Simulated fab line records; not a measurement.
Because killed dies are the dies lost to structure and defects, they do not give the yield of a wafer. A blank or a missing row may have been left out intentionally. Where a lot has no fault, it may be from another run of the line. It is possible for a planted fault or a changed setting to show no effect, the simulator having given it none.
Which tool did it? | flow nand-harc | Sampling: 11 lots, 33 wafers, 2 of 1159 route steps

## WHAT THE GAUGES READ, wafer by wafer
NHARC_P_CONTACT_OVL_MEAS_13.
lot  | measured     | on         | overlay-x-nm (nm)
L075 | day 5 22:02  | overlay-02 | 0.1 -0.3 0.3
L077 | day 6 06:29  | overlay-02 | -0.1 -0.2 0.1
L079 | day 6 20:43  | overlay-01 | -0.3 -0.1 0.2
L082 | day 7 07:58  | overlay-01 | -1.4 -1.2 -1.4
L084 | day 7 20:41  | overlay-02 | -1.7 -1.2 -1.3
L085 | day 8 21:55  | overlay-01 | -0.2 -0.2 -0.3
L086 | day 9 00:05  | overlay-01 | 0.0 0.1 0.6
L090 | day 9 10:50  | overlay-01 | 0.4 0.9 -0.2
L091 | day 9 20:41  | overlay-02 | -0.5 -1.1 -1.1
L094 | day 10 13:02 | overlay-01 | -1.0 -1.0 -0.7
L097 | day 11 17:25 | overlay-02 | 1.0 0.8 0.8

## EACH LOT AND THE TOOL THAT RAN IT (in order: tool; ch and the chambers of the sampled wafers; start)
lot  | NHARC_P_GATE_DESCUM_93
L075 | rie-diel-13 ch 1,2,3, day 5 17:22
L077 | rie-diel-11 ch 0,3, day 6 01:47
L079 | rie-diel-04 ch 2,3, day 6 16:06
L082 | rie-diel-04 ch 0,1,2, day 7 03:13
L084 | rie-diel-13 ch 0,1,2, day 7 15:26
L085 | rie-diel-13 ch 0,3, day 8 16:47
L086 | rie-diel-11 ch 0,2,3, day 8 18:14
L090 | rie-diel-04 ch 0,3, day 9 06:05
L091 | rie-diel-11 ch 0,1,2, day 9 15:48
L094 | rie-diel-11 ch 0,1,3, day 10 08:17
L097 | rie-diel-04 ch 1,2,3, day 11 12:21
- NHARC_P_GATE_DESCUM_93: chemistry O2, time 3 s.

## THE ANSWER, worked out from the rows above alone
Rule: what is usual is taken from the lots themselves. The widest of any qualifying gaps counts: lots, ordered by their means at a reading, are off when they make up no more than a third of the lots, leave a main group of 4 or more, and stand apart from it by 3 or more times the standard deviation of that group's means. Not used: any main group whose means are identical at the precision the tables above print for the reading. Also off: a lot with no number at a reading for which 4 or more lots have one. Where the step has rows for the other lots, those lots are counted as sound.
Across all readings shown, no lot is off: no conclusion can be drawn from this.

## WHAT WAS PUT IN BY THE SIMULATOR
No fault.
